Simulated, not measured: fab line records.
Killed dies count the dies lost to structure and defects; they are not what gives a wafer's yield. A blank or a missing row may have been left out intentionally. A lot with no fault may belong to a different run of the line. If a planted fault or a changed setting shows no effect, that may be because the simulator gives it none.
fab line records    flow nand_harc
record lots=6  wafers=18  last_day=33
route steps=1302 shown A_STAIRCASE@702 END@1302
lots that met no fault: from a run of the same line without faults
start_h: hours from the record's opening day to when the first of the lot's shown wafers began    wait_h: hours since the lot's step before    " unchanged from the row above    L1.1+2: a single row standing in for several wafers    - either no value or no given start    * or withheld: withheld    < > ~ a bound
route shown NAME@n: names a module that has steps shown in the file, with the first one's number in the route    usual: the fault-free wafers' mean and standard deviation    same: alike in all rows    chamber/n: place in a boat    sites: per-site readings    _std_site: the standard deviation of these    _edge_site: outer sites' mean less inner sites'    radius_mm: for every site, how far away it sits from the centre of the wafer    mask NAME#n: copy n    behind: the most recent tool/chamber to have shaped the wafer    hold: cause of the lot's hold/its duration in hours/its outcome    device: names the non-switching transistor (n, p or np)    end of line: the same wafers' tests at the end of the route    a step given without rows: its recipe and nothing more    killed: dies that structure and defects cost at the first sort, which is not the same as the wafer's yield    map: a wafer's dies, marking killed ones x, the rest . and places with no die _
set.NAME: the setting that was run; set.NAME@STEP: the one run at that earlier step    model.NAME: the simulator's own value behind a step, which no gauge read
certain route steps with their lots: each step a table, each wafer a row
services: when a tool's chamber went out of use (start_h, in hours from the record's first day, below 0 if earlier), for how many hours, and the reason
## steps
# step NHARC_A_STAIRCASE_ETCH_188
# recipe target_depth_a=1000  time_s=40.5  ion_energy_ev=400  c4f8_flow_sccm=20  o2_flow_sccm=10  ar_flow_sccm=withheld  rf_w=600  bias_w=1000  chemistry=C4F8/O2
# usual oes_product_au=0.941/0.012  rf_vpp_V=897/5.9
lot.wafer  tool         chamber  start_h  wait_h  oes_product_au  rf_hours_counter_h  rf_vpp_V
L354.2     rie_diel-01  3        -        -       0.950           58                  888
L354.1     "            1        "        "       0.938           52                  900
L354.4     "            2        "        "       0.952           45                  886
L361.2     rie_diel-05  3        -        -       0.946           5                   902
L361.3     "            0        "        "       0.952           5                   888
L361.6     "            2        "        "       0.935           -                   895
L360.2     rie_diel-09  0        -        -       0.943           41                  897
L360.1     "            1        "        "       0.960           49                  897
L360.5     "            3        "        "       0.949           -                   895
L370.4     rie_diel-05  3        -        -       0.941           33                  903
L370.5     "            1        "        "       0.969           -                   900
L370.6     "            2        "        "       0.952           -                   894
L371.3     rie_diel-05  0        -        -       0.915           38                  889
L371.2     "            1        "        "       0.923           40                  900
L371.6     "            3        "        "       0.923           -                   901
L372.2     rie_diel-05  2        -        -       0.921           40                  893
L372.3     "            3        "        "       0.947           38                  902
L372.5     "            1        "        "       0.941           -                   899
# step NHARC_A_STAIRCASE_TRIM_189
# recipe time_s=211.2  o2_flow_sccm=500  ar_flow_sccm=0  bias_w=0  chemistry=O2
# step NHARC_A_STAIRCASE_ETCH_190
# recipe target_depth_a=1000  time_s=40.5  ion_energy_ev=400  c4f8_flow_sccm=20  o2_flow_sccm=10  ar_flow_sccm=withheld  rf_w=600  bias_w=1000  chemistry=C4F8/O2
# step NHARC_A_STAIRCASE_TRIM_191
# recipe time_s=211.2  o2_flow_sccm=500  ar_flow_sccm=0  bias_w=0  chemistry=O2
# usual drypump_motor_current_A=5.7/0.55  oes_product_au=0.997/0.0065  rf_vpp_V=57.9/1  run_length_s=232.8/0.41  showerhead_plenum_p_Torr=3.54/0.17  throttle_valve_pct=17.036/0.0083
lot.wafer  tool         chamber  start_h  wait_h  drypump_motor_current_A  oes_product_au  rf_hours_counter_h  rf_vpp_V  run_length_s  showerhead_plenum_p_Torr  throttle_valve_pct
L354.1     rie_diel-01  3        -        -       6.1                      0.992           58                  56.4      232.7         3.31                      17.041
L354.4     "            1        "        "       6.3                      0.998           52                  56.9      232.7         3.68                      17.033
L354.2     "            2        "        "       6.4                      0.996           46                  56.5      233.3         3.27                      17.028
L361.2     rie_diel-05  1        -        -       5.3                      0.997           6                   57.6      233.1         3.64                      17.030
L361.3     "            2        "        "       4.6                      1.003           6                   57.6      233.0         3.51                      17.043
L361.6     "            0        "        "       5.9                      0.994           -                   56.7      232.5         3.32                      17.045
L360.2     rie_diel-09  0        -        -       6.1                      0.986           41                  57.6      232.4         3.56                      17.033
L360.1     "            2        "        "       5.8                      0.997           28                  56.0      231.8         3.35                      17.037
L360.5     "            0        "        "       6.1                      0.983           -                   56.2      232.1         3.56                      17.040
L370.4     rie_diel-05  0        -        -       5.9                      1.001           37                  57.3      232.5         3.30                      17.037
L370.5     "            3        "        "       6.3                      1.002           -                   58.2      232.4         3.69                      17.028
L370.6     "            0        "        "       5.8                      0.997           -                   58.0      233.4         3.30                      17.041
L371.3     rie_diel-05  2        -        -       4.7                      0.997           36                  58.6      233.1         3.49                      17.043
L371.2     "            1        "        "       5.3                      0.997           40                  56.1      233.1         3.62                      17.029
L371.6     "            2        "        "       4.7                      0.999           -                   58.1      232.9         3.49                      17.050
L372.2     rie_diel-05  0        -        -       5.8                      0.981           41                  57.4      232.8         3.30                      17.034
L372.3     "            3        "        "       6.3                      0.997           38                  58.6      232.8         3.68                      17.053
L372.5     "            1        "        "       5.3                      0.999           -                   58.0      233.1         3.62                      17.024
# step NHARC_A_STAIRCASE_ETCH_192
# recipe target_depth_a=1000  time_s=40.5  ion_energy_ev=400  c4f8_flow_sccm=20  o2_flow_sccm=10  ar_flow_sccm=withheld  rf_w=600  bias_w=1000  chemistry=C4F8/O2
# step NHARC_A_STAIRCASE_TRIM_193
# recipe time_s=211.2  o2_flow_sccm=500  ar_flow_sccm=0  bias_w=0  chemistry=O2
# usual drypump_motor_current_A=5.7/0.56  oes_product_au=0.998/0.0077  rf_vpp_V=57.8/0.88  run_length_s=232.8/0.4  showerhead_plenum_p_Torr=3.54/0.16  throttle_valve_pct=17.036/0.0096
lot.wafer  tool         chamber  start_h  wait_h  drypump_motor_current_A  oes_product_au  rf_hours_counter_h  rf_vpp_V  run_length_s  showerhead_plenum_p_Torr  throttle_valve_pct
L354.1     rie_diel-01  3        -        -       6.1                      1.005           59                  58.3      233.1         3.31                      17.026
L354.2     "            0        "        "       4.8                      1.001           59                  56.0      232.9         3.27                      17.040
L354.4     "            2        "        "       6.4                      1.006           46                  56.5      233.3         3.27                      17.044
L361.3     rie_diel-05  0        -        -       5.9                      0.993           5                   56.9      232.8         3.32                      17.033
L361.2     "            1        "        "       5.3                      1.009           6                   59.8      233.2         3.64                      17.050
L361.6     "            0        "        "       5.9                      0.997           -                   58.7      232.6         3.32                      17.040
L360.1     rie_diel-09  2        -        -       5.8                      1.014           28                  56.9      231.8         3.35                      17.052
L360.2     "            3        "        "       5.6                      1.002           43                  58.3      232.6         3.51                      17.031
L360.5     "            2        "        "       5.8                      1.007           -                   58.1      232.3         3.35                      17.035
L370.4     rie_diel-05  3        -        -       6.3                      1.003           33                  57.9      232.7         3.69                      17.039
L370.6     "            1        "        "       5.3                      0.999           -                   57.8      233.5         3.62                      17.029
L370.5     "            2        "        "       4.6                      1.000           -                   57.4      233.2         3.49                      17.052
L371.2     rie_diel-05  0        -        -       5.9                      0.984           38                  57.9      232.9         3.30                      17.032
L371.3     "            1        "        "       5.4                      0.999           40                  57.5      233.5         3.62                      17.036
L371.6     "            2        "        "       4.7                      0.988           -                   56.9      232.9         3.49                      17.033
L372.2     rie_diel-05  3        -        -       6.4                      1.004           38                  57.3      233.2         3.68                      17.041
L372.3     "            2        "        "       4.7                      0.992           40                  57.1      233.0         3.49                      17.041
L372.5     "            0        "        "       5.9                      0.986           -                   56.0      232.6         3.30                      17.026
# step NHARC_A_STAIRCASE_ETCH_194
# recipe target_depth_a=1000  time_s=40.5  ion_energy_ev=400  c4f8_flow_sccm=20  o2_flow_sccm=10  ar_flow_sccm=withheld  rf_w=600  bias_w=1000  chemistry=C4F8/O2
# usual oes_product_au=0.941/0.01  rf_vpp_V=896/6.4
lot.wafer  tool         chamber  start_h  wait_h  oes_product_au  rf_hours_counter_h  rf_vpp_V
L354.4     rie_diel-01  2        -        -       0.955           47                  887
L354.1     "            3        "        "       0.939           59                  889
L354.2     "            1        "        "       0.944           54                  901
L361.3     rie_diel-05  1        -        -       0.937           6                   900
L361.2     "            0        "        "       0.926           5                   887
L361.6     "            1        "        "       0.939           -                   900
L360.1     rie_diel-09  1        -        -       0.947           49                  896
L360.2     "            3        "        "       0.948           43                  896
L360.5     "            1        "        "       0.962           -                   896
L370.4     rie_diel-05  1        -        -       0.942           39                  900
L370.6     "            2        "        "       0.934           -                   894
L370.5     "            3        "        "       0.948           -                   901
L371.3     rie_diel-05  1        -        -       0.934           40                  899
L371.2     "            3        "        "       0.938           35                  900
L371.6     "            1        "        "       0.937           -                   899
L372.3     rie_diel-05  2        -        -       0.946           40                  894
L372.2     "            0        "        "       0.939           41                  887
L372.5     "            2        "        "       0.951           -                   894
# step NHARC_A_STAIRCASE_TRIM_196
# recipe time_s=211.2  o2_flow_sccm=500  ar_flow_sccm=0  bias_w=0  chemistry=O2
# step NHARC_A_STAIRCASE_ETCH_197
# recipe target_depth_a=1000  time_s=40.5  ion_energy_ev=400  c4f8_flow_sccm=20  o2_flow_sccm=10  ar_flow_sccm=withheld  rf_w=600  bias_w=1000  chemistry=C4F8/O2
# step NHARC_A_STAIRCASE_TRIM_198
# recipe time_s=211.2  o2_flow_sccm=500  ar_flow_sccm=0  bias_w=0  chemistry=O2
# step NHARC_A_STAIRCASE_ETCH_199
# recipe target_depth_a=1000  time_s=40.5  ion_energy_ev=400  c4f8_flow_sccm=20  o2_flow_sccm=10  ar_flow_sccm=withheld  rf_w=600  bias_w=1000  chemistry=C4F8/O2
# step NHARC_A_STAIRCASE_TRIM_200
# recipe time_s=211.2  o2_flow_sccm=500  ar_flow_sccm=0  bias_w=0  chemistry=O2
# usual drypump_motor_current_A=5.7/0.58  oes_product_au=0.997/0.0072  rf_vpp_V=57.8/0.94  run_length_s=232.9/0.36  showerhead_plenum_p_Torr=3.55/0.18  throttle_valve_pct=17.036/0.0093
lot.wafer  tool         chamber  start_h  wait_h  drypump_motor_current_A  oes_product_au  rf_hours_counter_h  rf_vpp_V  run_length_s  showerhead_plenum_p_Torr  throttle_valve_pct
L354.4     rie_diel-05  2        376.99   -       4.7                      0.998           44                  57.3      233.1         3.52                      17.031
L354.1     "            3        "        "       6.3                      0.999           38                  58.9      232.7         3.71                      17.055
L354.2     "            0        "        "       5.8                      0.995           45                  56.9      232.8         3.33                      17.022
L361.2     rie_diel-05  2        438.53   -       4.7                      0.992           6                   57.3      262.5         3.51                      17.033
L361.3     "            0        "        "       5.9                      0.993           5                   56.7      262.3         3.32                      17.060
L361.6     "            3        "        "       6.4                      0.995           -                   57.6      233.1         3.70                      17.044
L360.2     rie_diel-05  0        445.91   -       5.9                      0.992           8                   56.1      262.1         3.32                      17.036
L360.1     "            2        "        "       4.7                      0.990           8                   58.5      233.4         3.50                      17.028
L360.5     "            1        "        "       5.4                      1.010           -                   57.6      233.0         3.64                      17.024
L370.4     rie_diel-05  0        541.36   -       5.9                      1.001           37                  56.3      232.6         3.30                      17.048
L370.5     "            1        "        "       5.4                      0.999           -                   58.1      233.3         3.62                      17.044
L370.6     "            2        "        "       4.6                      0.985           -                   57.7      232.8         3.49                      17.019
L371.3     rie_diel-05  0        544.90   -       5.9                      0.981           38                  56.2      233.3         3.30                      17.022
L371.2     "            2        "        "       4.7                      0.980           37                  58.1      232.9         3.49                      17.039
L371.6     "            0        "        "       5.9                      0.994           -                   57.9      232.9         3.30                      17.040
L372.2     rie_diel-05  1        561.58   -       5.3                      0.990           43                  57.2      233.2         3.62                      17.039
L372.3     "            2        "        "       4.7                      0.986           40                  57.8      233.4         3.49                      17.038
L372.5     "            3        "        "       6.3                      0.993           -                   59.1      232.4         3.68                      17.039
# step NHARC_A_STAIRCASE_ETCH_201
# recipe target_depth_a=1000  time_s=40.5  ion_energy_ev=400  c4f8_flow_sccm=20  o2_flow_sccm=10  ar_flow_sccm=withheld  rf_w=600  bias_w=1000  chemistry=C4F8/O2
# usual oes_product_au=0.940/0.01  rf_vpp_V=897/6.5
lot.wafer  tool         chamber  start_h  wait_h  oes_product_au  rf_hours_counter_h  rf_vpp_V
L354.1     rie_diel-05  1        -        -       0.954           44                  901
L354.4     "            2        "        "       0.942           44                  895
L354.2     "            3        "        "       0.930           38                  903
L361.3     rie_diel-05  0        -        -       0.929           5                   888
L361.2     "            1        "        "       0.930           6                   900
L361.6     "            3        "        "       0.938           -                   903
L360.2     rie_diel-05  0        -        -       0.934           8                   888
L360.1     "            3        "        "       0.939           7                   902
L360.5     "            1        "        "       0.941           -                   900
L370.4     rie_diel-05  2        -        -       0.917           36                  894
L370.6     "            3        "        "       0.923           -                   901
L370.5     "            0        "        "       0.913           -                   888
L371.2     rie_diel-05  3        -        -       0.940           35                  900
L371.3     "            0        "        "       0.928           38                  888
L371.6     "            1        "        "       0.948           -                   900
L372.3     rie_diel-05  2        -        -       0.939           40                  895
L372.2     "            1        "        "       0.936           43                  901
L372.5     "            2        "        "       0.926           -                   894
# step NHARC_END_SORT_01
# recipe temp_c=25
# usual killed_at_array=54/20  killed_at_other=0.9/1.1  killed_at_periphery=3.8/2.4  killed_dies=58/20  killed_open=3.5/1.9  killed_short=2.5/1.6
# same gross_dies=677
lot.wafer  tool       chamber  start_h  wait_h  killed_at_array  killed_at_other  killed_at_periphery  killed_dies  killed_open  killed_short
L354.1     prober-02  0        584.12   2.5     86               1                7                    94           3            3
L354.2     prober-02  0        584.91   2.8     105              3                5                    113          6            0
L354.4     prober-02  0        586.51   3.4     79               1                5                    85           4            1
L360.1     prober-02  0        645.36   2.5     65               0                7                    72           6            4
L360.2     prober-02  0        646.15   2.8     39               0                5                    44           4            2
L360.5     prober-02  0        648.50   3.6     54               0                2                    56           2            1
L361.2     prober-01  0        646.12   2.8     40               0                5                    45           1            1
L361.3     prober-01  0        646.92   3.1     63               2                2                    67           4            2
L361.6     prober-01  0        649.30   4.0     62               1                3                    66           2            4
L370.4     prober-01  0        765.16   3.4     52               0                8                    60           1            2
L370.5     prober-01  0        765.96   3.7     69               1                2                    72           3            1
L370.6     prober-01  0        766.75   4.0     68               1                8                    77           3            3
L372.2     prober-02  0        777.97   2.8     35               0                3                    38           5            4
L372.3     prober-02  0        778.78   3.1     34               0                4                    38           5            2
L372.5     prober-02  0        780.38   3.7     41               0                4                    45           3            0
# killed by level:class
L354.1 A_CHANNEL_HOLE_D1:chamber_film_flake=28 A_CHANNEL_HOLE_D2:chamber_film_flake=27 A_SLIT:chamber_film_flake=11 A_CONTACT:chamber_film_flake=10 P_GATE:chamber_film_flake=6 A_ONON_D2:geometric_particle:short=2 A_STAIRCASE:chamber_film_flake=2 A_CHANNEL_FILL_D2:geometric_particle:open=1
L354.2 A_SLIT:chamber_film_flake=30 A_CHANNEL_HOLE_D1:chamber_film_flake=29 A_CHANNEL_HOLE_D2:chamber_film_flake=26 A_CONTACT:chamber_film_flake=9 A_WL_FILL:chamber_film_flake=5 A_CHANNEL_HOLE_D1:geometric_particle:open=3 P_GATE:chamber_film_flake=3 THIN_TSV:chamber_film_flake=2
L354.4 A_CHANNEL_HOLE_D2:chamber_film_flake=25 A_CHANNEL_HOLE_D1:chamber_film_flake=22 A_SLIT:chamber_film_flake=12 A_CONTACT:chamber_film_flake=9 P_ZERO_WELL:chamber_film_flake=3 A_STAIRCASE:chamber_film_flake=3 P_GATE:chamber_film_flake=2 A_CHANNEL_FILL_D2:chamber_film_flake=2
L360.1 A_SLIT:chamber_film_flake=30 A_CHANNEL_HOLE_D2:chamber_film_flake=13 A_CHANNEL_HOLE_D1:chamber_film_flake=8 A_CONTACT:chamber_film_flake=6 P_CONTACT:geometric_particle:open=3 P_M1:chamber_film_flake=3 A_CHANNEL_FILL_D1:geometric_particle:open=2 A_ONON_D1:geometric_particle:short=1
L361.2 A_CHANNEL_HOLE_D1:chamber_film_flake=26 P_M1:chamber_film_flake=4 A_CHANNEL_HOLE_D2:chamber_film_flake=4 A_CONTACT:chamber_film_flake=4 A_DECK1_JOINT:chamber_film_flake=2 A_CHANNEL_FILL_D2:geometric_particle:open=1 A_M0:geometric_particle:short=1 P_CONTACT:chamber_film_flake=1
L360.2 A_CHANNEL_HOLE_D1:chamber_film_flake=13 A_CHANNEL_HOLE_D2:chamber_film_flake=8 A_CONTACT:chamber_film_flake=7 A_SLIT:chamber_film_flake=5 P_GATE:geometric_particle:open=2 A_STAIRCASE:chamber_film_flake=2 P_GATE:geometric_particle:short=1 A_CHANNEL_FILL_D1:geometric_particle:open=1
L361.3 A_CHANNEL_HOLE_D1:chamber_film_flake=30 A_CHANNEL_HOLE_D2:chamber_film_flake=20 A_CONTACT:chamber_film_flake=4 A_BLC:geometric_particle:open=2 A_STAIRCASE:chamber_film_flake=2 HYBRID_BOND:chamber_film_flake=2 P_M0:geometric_particle:open=1 A_CHANNEL_FILL_D2:geometric_particle:open=1
L360.5 A_SLIT:chamber_film_flake=37 A_CHANNEL_HOLE_D1:chamber_film_flake=5 A_CHANNEL_HOLE_D2:chamber_film_flake=4 A_CHANNEL_FILL_D2:chamber_film_flake=2 A_CONTACT:chamber_film_flake=2 P_GATE:geometric_particle:open=1 A_CHANNEL_FILL_D1:geometric_particle:short=1 A_CHANNEL_HOLE_D2:geometric_particle:open=1
L361.6 A_CHANNEL_HOLE_D1:chamber_film_flake=38 A_CHANNEL_HOLE_D2:chamber_film_flake=10 A_CONTACT:chamber_film_flake=5 P_M1:chamber_film_flake=2 A_SLIT:chamber_film_flake=2 A_WL_FILL:chamber_film_flake=2 P_GATE:geometric_particle:short=1 A_CHANNEL_HOLE_D1:geometric_particle:short=1
L370.4 A_CHANNEL_HOLE_D1:chamber_film_flake=29 A_CONTACT:chamber_film_flake=13 P_GATE:chamber_film_flake=7 A_STAIRCASE:chamber_film_flake=4 A_SLIT:chamber_film_flake=3 P_M1:geometric_particle:short=1 A_CHANNEL_FILL_D2:geometric_particle:open=1 A_BLC:geometric_particle:short=1
L370.5 A_CHANNEL_HOLE_D1:chamber_film_flake=37 A_CONTACT:chamber_film_flake=10 A_SLIT:chamber_film_flake=7 A_CHANNEL_HOLE_D2:chamber_film_flake=6 A_STAIRCASE:chamber_film_flake=5 A_CHANNEL_FILL_D1:geometric_particle:open=2 P_M0:geometric_particle:open=1 A_ONON_D1:geometric_particle:short=1
L370.6 A_CHANNEL_HOLE_D1:chamber_film_flake=29 A_CONTACT:chamber_film_flake=16 A_SLIT:chamber_film_flake=11 A_STAIRCASE:chamber_film_flake=5 P_GATE:chamber_film_flake=4 A_CHANNEL_HOLE_D2:chamber_film_flake=3 P_M2:chamber_film_flake=2 P_GATE:geometric_particle:short=1
L372.2 A_SLIT:chamber_film_flake=8 A_CONTACT:chamber_film_flake=7 A_BLC:chamber_film_flake=4 A_CHANNEL_HOLE_D1:chamber_film_flake=3 A_STAIRCASE:chamber_film_flake=3 A_CHANNEL_FILL_D2:geometric_particle:short=2 P_M0:geometric_particle:open=1 A_ONON_D1:geometric_particle:short=1
L372.3 A_SLIT:chamber_film_flake=15 A_BLC:chamber_film_flake=5 A_STAIRCASE:chamber_film_flake=4 A_CONTACT:chamber_film_flake=4 A_WL_FILL:geometric_particle:short=2 P_STI:geometric_particle:open=1 P_CONTACT:geometric_particle:open=1 P_M0:geometric_particle:open=1
L372.5 A_CHANNEL_HOLE_D1:chamber_film_flake=17 A_SLIT:chamber_film_flake=10 A_BLC:chamber_film_flake=5 A_CHANNEL_HOLE_D2:chamber_film_flake=3 A_CONTACT:chamber_film_flake=3 P_M2:chamber_film_flake=2 A_STAIRCASE:chamber_film_flake=2 P_GATE:geometric_particle:open=1
## services
tool         chamber  start_h  hours  kind
rie_diel-01  2        354.91   5.2    repair
rie_diel-09  2        358.23   47.1   repair
rie_diel-05  0        364.56   -      clean
rie_diel-05  1        364.56   -      clean
rie_diel-05  2        364.56   -      clean
rie_diel-05  3        364.56   -      clean
rie_diel-01  -        380.80   9.0    pm
rie_diel-09  -        386.94   0.4    repair
rie_diel-05  0        389.75   -      clean
rie_diel-05  1        389.75   -      clean
rie_diel-05  2        389.75   -      clean
rie_diel-05  3        389.75   -      clean
rie_diel-09  0        399.13   5.0    repair
rie_diel-05  -        409.71   9.0    pm
rie_diel-05  0        409.71   9.0    vent_cycle
rie_diel-05  1        409.71   9.0    vent_cycle
rie_diel-05  2        409.71   9.0    vent_cycle
rie_diel-05  3        409.71   9.0    vent_cycle
rie_diel-05  0        418.71   -      clean
rie_diel-09  3        448.75   12.9   repair
rie_diel-01  1        476.34   10.3   repair
rie_diel-09  -        497.19   9.0    pm
rie_diel-01  -        557.80   9.0    pm
rie_diel-09  3        560.62   8.5    repair
## key
first_sign step=NHARC_A_STAIRCASE_TRIM_200  reading=run_length_s  direction=up  sigmas=82  usual=*  struck=*
effect none on later readings
met_at NHARC_A_STAIRCASE_TRIM_200
struck_wafers L360.2,L361.2,L361.3
tester_left_out L360,L361
onset_between 376.99 438.53
fault kind=process_parameter_drift  tool=rie_diel-05  chamber=-  onset_h=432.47  steps=NHARC_A_STAIRCASE_TRIM_200  channel=time_s  offset=*  shape=step  end_h=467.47  scope=struck_wafers_only  acts_in=*  stated=*
# tester_left_out: of these lots the tester's yield and bins aren't shown, on N5 and GAA mostly nor the transistor test; their killed dies are dies lost to structure and defects alone, not to doping, threshold or leakage, so they don't give the yield
